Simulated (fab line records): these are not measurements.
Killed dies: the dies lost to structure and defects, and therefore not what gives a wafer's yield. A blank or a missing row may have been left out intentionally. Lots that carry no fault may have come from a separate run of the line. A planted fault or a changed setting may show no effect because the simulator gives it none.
What tool caused it?	flow n5 finfet	Sampling: 24 lots, 72 wafers, 6 of 1938 route steps

== WHAT THE GAUGES READ, wafer by wafer ==
N5_BEOL_M13_CD_MEAS_28 targets a cd of 209.5 nm. Usual: 209.5 nm for cd nm, sd 1.2.
lot	measured	on	cd nm (nm)	flag
L075	day 11 18:08	cd sem-03	209.4 206.5 209.9	
L074	day 12 02:55	cd sem-03	209.9 211.5 211.4	
L076	day 12 03:05	cd sem-02	209.9 208.9 207.6	
L077	day 12 03:22	cd sem-03	207.8 208.6 208.5	
L078	day 12 18:41	cd sem-01	207.7 209.0 206.8	
L079	day 12 19:46	cd sem-02	210.2 208.5 209.6	
L080	day 13 12:05	cd sem-02	209.4 211.5 210.3	
L082	day 13 08:43	cd sem-02	210.4 210.3 209.9	
L081	day 13 13:08	cd sem-01	210.3 209.5 210.2	
L083	day 14 02:40	cd sem-01	210.8 210.5 210.6	
L086	day 14 11:10	cd sem-03	210.9 208.8 208.6	
L085	day 14 16:25	cd sem-02	209.5 210.0 209.0	
L084	day 14 17:08	cd sem-03	208.5 206.1 209.8	
L088	day 15 05:06	cd sem-01	210.5 208.3 210.1	
L089	day 15 00:47	cd sem-03	208.8 211.2 211.3	
L087	day 15 01:46	cd sem-03	209.5 209.6 210.1	
L091	day 15 05:25	cd sem-03	206.9 207.8 207.2	
L090	day 15 07:55	cd sem-02	207.9 211.4 212.1	
L092	day 15 12:13	cd sem-01	209.2 209.0 207.0	
L093	day 15 13:45	cd sem-01	210.2 210.6 210.2	
L094	day 16 15:47	cd sem-03	211.6 210.9 210.9	
L095	day 16 22:21	cd sem-01	207.7 210.7 209.6	
L097	day 17 02:52	cd sem-01	209.1 209.7 209.6	
L096	day 17 08:50	cd sem-03	209.5 209.6 210.0	

== WHICH TOOL RAN EACH LOT (tool, then ch and the chambers of the sampled wafers, then the start) ==
lot	N5_BEOL_M10_ALD_74	N5_BEOL_M11_ILD_DEP_00	N5_BEOL_M11_STRIP_36	N5_BEOL_M12_SPUTTER_45	N5_BEOL_M12_ANNEAL_48
L075	ald metal-04 ch 0,3, day 10 22:30	pecvd-04 ch 0,1, day 11 01:59	rie diel-03 ch 2,3, day 11 06:35	pvd sputter-01, day 11 15:27	rtp anneal-01 ch 0, day 11 15:46
L074	ald metal-04 ch 0,3, day 11 06:11	pecvd-03 ch 1,2, day 11 07:59	rie diel-02 ch 0,2, day 11 14:22	pvd sputter-01, day 12 00:08	rtp anneal-01 ch 0, day 12 00:31
L076	ald metal-01 ch 0,2,3, day 11 06:22	pecvd-01 ch 0,1,2, day 11 08:31	rie diel-02 ch 0,1,2, day 11 14:49	pvd sputter-02, day 12 00:14	rtp anneal-02 ch 0, day 12 00:40
L077	ald metal-04 ch 1,2,3, day 11 08:29	pecvd-01 ch 0,1,2, day 11 11:30	rie diel-03 ch 0,2,3, day 11 17:04	pvd sputter-03, day 12 00:31	rtp anneal-01 ch 0, day 12 00:54
L078	ald metal-01 ch 1,3, day 11 23:52	pecvd-01 ch 0,1, day 12 01:50	rie diel-03 ch 2,3, day 12 09:03	pvd sputter-01, day 12 16:08	rtp anneal-01 ch 0, day 12 16:32
L079	ald metal-03 ch 0,2,3, day 11 23:56	pecvd-04 ch 0,1,2, day 12 01:44	rie diel-02 ch 0,1,3, day 12 08:53	pvd sputter-01, day 12 16:27	rtp anneal-01 ch 0, day 12 16:59
L080	ald metal-01 ch 0,2,3, day 12 03:01	pecvd-01 ch 0,2, day 12 06:20	rie diel-02 ch 0,3, day 12 18:43	pvd sputter-01, day 13 08:58	rtp anneal-02 ch 0, day 13 09:17
L082	ald metal-04 ch 0,1, day 12 03:11	pecvd-03 ch 0,2, day 12 06:25	rie diel-04 ch 0,1, day 12 18:00	pvd sputter-03, day 13 05:48	rtp anneal-01 ch 0, day 13 06:20
L081	ald metal-04 ch 2,3, day 12 10:52	pecvd-04 ch 0,1, day 12 13:01	rie diel-03 ch 0,2,3, day 12 18:39	pvd sputter-03, day 13 10:16	rtp anneal-01 ch 0, day 13 10:34
L083	ald metal-03 ch 2,3, day 13 02:10	pecvd-03 ch 0,1,2, day 13 05:54	rie diel-04 ch 1,2,3, day 13 11:55	pvd sputter-03, day 14 00:05	rtp anneal-01 ch 0, day 14 00:29
L086	ald metal-04 ch 0,2, day 13 21:58	pecvd-01 ch 0,2, day 13 23:34	rie diel-04 ch 0,2,3, day 14 02:39	pvd sputter-03, day 14 08:15	rtp anneal-02 ch 0, day 14 08:31
L085	ald metal-01 ch 0,1, day 13 22:07	pecvd-04 ch 0,2, day 13 23:50	rie diel-02 ch 1,2,3, day 14 02:53	pvd sputter-02, day 14 13:38	rtp anneal-02 ch 0, day 14 13:56
L084	ald metal-03 ch 0,1,3, day 13 22:38	pecvd-01 ch 0,2, day 14 00:15	rie diel-04 ch 1,2, day 14 03:13	pvd sputter-01, day 14 14:35	rtp anneal-01 ch 0, day 14 14:58
L088	ald metal-04 ch 0,2,3, day 14 03:42	pecvd-03 ch 0,1, day 14 05:40	rie diel-02 ch 0,1,2, day 14 13:08	pvd sputter-01, day 15 01:38	rtp anneal-01 ch 0, day 15 02:47
L089	ald metal-03 ch 0,1, day 14 04:22	pecvd-03 ch 0,1,2, day 14 06:06	rie diel-02 ch 0,2,3, day 14 12:40	pvd sputter-03, day 14 21:56	rtp anneal-01 ch 0, day 14 22:35
L087	ald metal-01 ch 0,1,2, day 14 07:57	pecvd-04 ch 0,1,2, day 14 09:38	rie diel-02 ch 1,2,3, day 14 14:46	pvd sputter-01, day 14 23:11	rtp anneal-01 ch 0, day 14 23:27
L091	ald metal-01 ch 0,2,3, day 14 13:46	pecvd-03 ch 0,1,2, day 14 15:32	rie diel-04 ch 0,1,3, day 14 19:23	pvd sputter-02, day 15 02:13	rtp anneal-02 ch 0, day 15 03:06
L090	ald metal-03 ch 0,1,2, day 14 16:08	pecvd-01 ch 0,1,2, day 14 18:10	rie diel-04 ch 1,2,3, day 14 22:04	pvd sputter-02, day 15 04:54	rtp anneal-01 ch 0, day 15 05:18
L092	ald metal-01 ch 0,2,3, day 14 20:44	pecvd-01 ch 0,1, day 14 22:22	rie diel-02 ch 2,3, day 15 01:49	pvd sputter-02, day 15 09:32	rtp anneal-02 ch 0, day 15 09:47
L093	ald metal-03 ch 0,3, day 14 23:52	pecvd-04 ch 0,1, day 15 01:27	rie diel-04 ch 0,2,3, day 15 04:09	pvd sputter-02, day 15 10:37	rtp anneal-02 ch 0, day 15 11:34
L094	ald metal-01 ch 0,2, day 15 22:21	pecvd-03 ch 1,2, day 16 00:23	rie diel-04 ch 0,2,3, day 16 05:37	pvd sputter-02, day 16 13:14	rtp anneal-02 ch 0, day 16 13:32
L095	ald metal-01 ch 1,3, day 16 07:38	pecvd-04 ch 0,1,2, day 16 09:30	rie diel-03 ch 1,2,3, day 16 13:36	pvd sputter-01, day 16 19:46	rtp anneal-01 ch 0, day 16 20:04
L097	ald metal-04 ch 0,1,2, day 16 08:49	pecvd-03 ch 0,2, day 16 10:49	rie diel-02 ch 0,2, day 16 17:24	pvd sputter-02, day 17 00:07	rtp anneal-02 ch 0, day 17 00:28
L096	ald metal-01 ch 0,1, day 16 14:48	pecvd-04 ch 0,1, day 16 16:33	rie diel-03 ch 0,2,3, day 16 22:51	pvd sputter-01, day 17 05:53	rtp anneal-02 ch 0, day 17 06:29
- N5_BEOL_M10_ALD_74: deposits TaN, target thk 2 nm, pulse time 2 s, purge time 3 s.
- N5_BEOL_M11_ILD_DEP_00: deposits SiCOH lowk from DEMS/porogen, target thk 308.51 nm, time 58 s.
- N5_BEOL_M11_STRIP_36: strips in N2/H2.
- N5_BEOL_M12_SPUTTER_45: material Cu, target thk 80 nm, time 13.33 s.
- N5_BEOL_M12_ANNEAL_48: time 90 s.

== AS READ BY THE TOOLS THEMSELVES (means over the sampled wafers that have a number; for cases with no such wafer, the mark the record gives instead) ==
N5_BEOL_M10_ALD_74. Usual: chamber pressure Torr 3.000 Torr, standard deviation 0.0062; heater power w 416 W, standard deviation 38.
lot	tool	chamber pressure Torr (Torr)	heater power w (W)	flag
L075	ald metal-04	3.001	409	
L074	ald metal-04	3.004	424	
L076	ald metal-01	2.990	388	
L077	ald metal-04	3.003	434	
L078	ald metal-01	3.003	414	
L079	ald metal-03	3.004	426	
L080	ald metal-01	2.994	385	
L082	ald metal-04	2.999	451	
L081	ald metal-04	3.003	446	
L083	ald metal-03	2.993	463	
L086	ald metal-04	3.001	456	
L085	ald metal-01	2.996	409	
L084	ald metal-03	3.001	434	
L088	ald metal-04	3.000	433	
L089	ald metal-03	3.001	424	
L087	ald metal-01	3.001	392	
L091	ald metal-01	3.003	388	
L090	ald metal-03	2.992	403	
L092	ald metal-01	2.998	381	
L093	ald metal-03	3.002	423	
L094	ald metal-01	3.002	364	
L095	ald metal-01	3.002	395	
L097	ald metal-04	2.999	453	
L096	ald metal-01	2.997	386	

N5_BEOL_M11_ILD_DEP_00. Usual: chamber pressure Torr 5.000 Torr, standard deviation 0.011; heater power w 316 W, standard deviation 44; showerhead plenum p Torr 5.741 Torr, standard deviation 0.019; throttle valve pct 13.8 %, standard deviation 0.74.
lot	tool	chamber pressure Torr (Torr)	heater power w (W)	showerhead plenum p Torr (Torr)	throttle valve pct (%)	flag
L075	pecvd-04	5.011	320	5.754	14.0	
L074	pecvd-03	4.994	307	5.757	13.9	
L076	pecvd-01	4.994	333	5.720	13.9	
L077	pecvd-01	5.004	315	5.725	13.9	
L078	pecvd-01	4.999	293	5.727	13.9	
L079	pecvd-04	5.007	333	5.744	13.7	
L080	pecvd-01	5.002	371	5.728	13.2	
L082	pecvd-03	5.005	324	5.736	13.6	
L081	pecvd-04	5.007	373	5.750	14.3	
L083	pecvd-03	4.994	323	5.744	13.9	
L086	pecvd-01	5.003	344	5.730	13.3	
L085	pecvd-04	4.992	288	5.743	13.0	
L084	pecvd-01	4.996	334	5.730	13.2	
L088	pecvd-03	5.005	279	5.756	14.0	
L089	pecvd-03	4.990	319	5.747	13.9	
L087	pecvd-04	4.994	316	5.754	13.4	
L091	pecvd-03	4.998	272	5.748	13.9	
L090	pecvd-01	5.008	325	5.715	13.9	
L092	pecvd-01	5.007	296	5.725	14.5	
L093	pecvd-04	5.010	347	5.745	14.2	
L094	pecvd-03	4.999	343	5.751	13.8	
L095	pecvd-04	4.995	319	5.746	13.5	
L097	pecvd-03	4.996	305	5.742	14.0	
L096	pecvd-04	5.003	339	5.750	14.1	

N5_BEOL_M11_STRIP_36. Usual: drypump motor current A 5.7 A, standard deviation 0.43; oes product au 0.80 a.u., standard deviation 0.082; rf vpp V 59.0 V, standard deviation 2; showerhead plenum p Torr 2.50 Torr, standard deviation 0.092; throttle valve pct 23.63 %, standard deviation 0.2.
lot	tool	drypump motor current A (A)	oes product au (a.u.)	rf vpp V (V)	showerhead plenum p Torr (Torr)	throttle valve pct (%)	flag
L075	rie diel-03	6.1	0.80	62.2	2.63	23.47	
L074	rie diel-02	5.5	0.70	58.2	2.46	23.71	
L076	rie diel-02	5.3	0.77	58.7	2.45	23.66	
L077	rie diel-03	5.8	0.77	59.1	2.58	23.73	
L078	rie diel-03	6.1	0.79	59.1	2.62	23.50	
L079	rie diel-02	5.2	0.77	58.9	2.45	23.63	
L080	rie diel-02	5.3	0.72	58.2	2.46	23.65	
L082	rie diel-04	6.3	0.76	59.4	2.40	23.72	
L081	rie diel-03	5.8	0.76	59.2	2.58	23.75	
L083	rie diel-04	5.9	0.84	60.8	2.54	23.52	
L086	rie diel-04	5.9	0.84	57.3	2.46	23.57	
L085	rie diel-02	5.5	0.83	57.9	2.49	23.54	
L084	rie diel-04	5.7	0.85	60.0	2.57	23.57	
L088	rie diel-02	5.3	0.84	58.5	2.44	23.63	
L089	rie diel-02	5.4	0.79	57.7	2.45	23.67	
L087	rie diel-02	5.5	0.82	60.0	2.49	23.56	
L091	rie diel-04	6.2	0.80	60.1	2.45	23.61	
L090	rie diel-04	5.9	0.83	57.0	2.53	23.53	
L092	rie diel-02	5.7	0.85	60.1	2.50	23.56	
L093	rie diel-04	6.0	0.84	60.1	2.45	23.58	
L094	rie diel-04	6.0	0.82	57.3	2.45	23.60	
L095	rie diel-03	5.9	0.79	59.9	2.59	23.63	
L097	rie diel-02	5.5	0.85	59.6	2.44	23.69	
L096	rie diel-03	5.8	0.73	61.4	2.56	23.80	

N5_BEOL_M12_SPUTTER_45. Usual: 30.6 % for throttle valve pct, sd 0.88.
lot	tool	throttle valve pct (%)	flag
L075	pvd sputter-01	30.2	
L074	pvd sputter-01	30.3	
L076	pvd sputter-02	31.2	
L077	pvd sputter-03	31.4	
L078	pvd sputter-01	30.0	
L079	pvd sputter-01	30.4	
L080	pvd sputter-01	30.1	
L082	pvd sputter-03	31.1	
L081	pvd sputter-03	30.7	
L083	pvd sputter-03	31.6	
L086	pvd sputter-03	31.1	
L085	pvd sputter-02	30.3	
L084	pvd sputter-01	30.0	
L088	pvd sputter-01	29.8	
L089	pvd sputter-03	31.4	
L087	pvd sputter-01	29.9	
L091	pvd sputter-02	31.4	
L090	pvd sputter-02	31.4	
L092	pvd sputter-02	30.9	
L093	pvd sputter-02	31.1	
L094	pvd sputter-02	30.2	
L095	pvd sputter-01	30.3	
L097	pvd sputter-02	31.4	
L096	pvd sputter-01	30.1	

N5_BEOL_M12_ANNEAL_48. Usual: 226.5 for wafer_temp_C_max, sd 0.66.
lot	tool	wafer_temp_C_max	flag
L075	rtp anneal-01	226.7	
L074	rtp anneal-01	227.0	
L076	rtp anneal-02	225.9	
L077	rtp anneal-01	227.3	
L078	rtp anneal-01	227.3	
L079	rtp anneal-01	227.1	
L080	rtp anneal-02	225.8	
L082	rtp anneal-01	226.9	
L081	rtp anneal-01	227.4	
L083	rtp anneal-01	227.1	
L086	rtp anneal-02	225.8	
L085	rtp anneal-02	225.6	
L084	rtp anneal-01	226.8	
L088	rtp anneal-01	226.8	
L089	rtp anneal-01	226.9	
L087	rtp anneal-01	226.9	
L091	rtp anneal-02	225.7	
L090	rtp anneal-01	226.9	
L092	rtp anneal-02	225.9	
L093	rtp anneal-02	225.7	
L094	rtp anneal-02	226.0	
L095	rtp anneal-01	226.9	
L097	rtp anneal-02	225.7	
L096	rtp anneal-02	225.8	

== THE ANSWER, worked out from the rows above alone ==
Rule: take the mean of a lot's wafers that have a number; if it is more than 3 standard deviations from the usual mean, the lot is off. Also off: a lot with no number at a reading for which 4 or more lots have one. The other lots that the step has rows for count as sound. The gauges are gone through in route order, then the tools' own readings, and for those a lot's mean is taken as printed above. The first step at which some lot is off is used, and at that step the reading that is off furthest; a lot without a number counts as furthest.
None of the lots is off at any reading shown; this tells nothing.

== WHAT WAS PUT IN BY THE SIMULATOR ==
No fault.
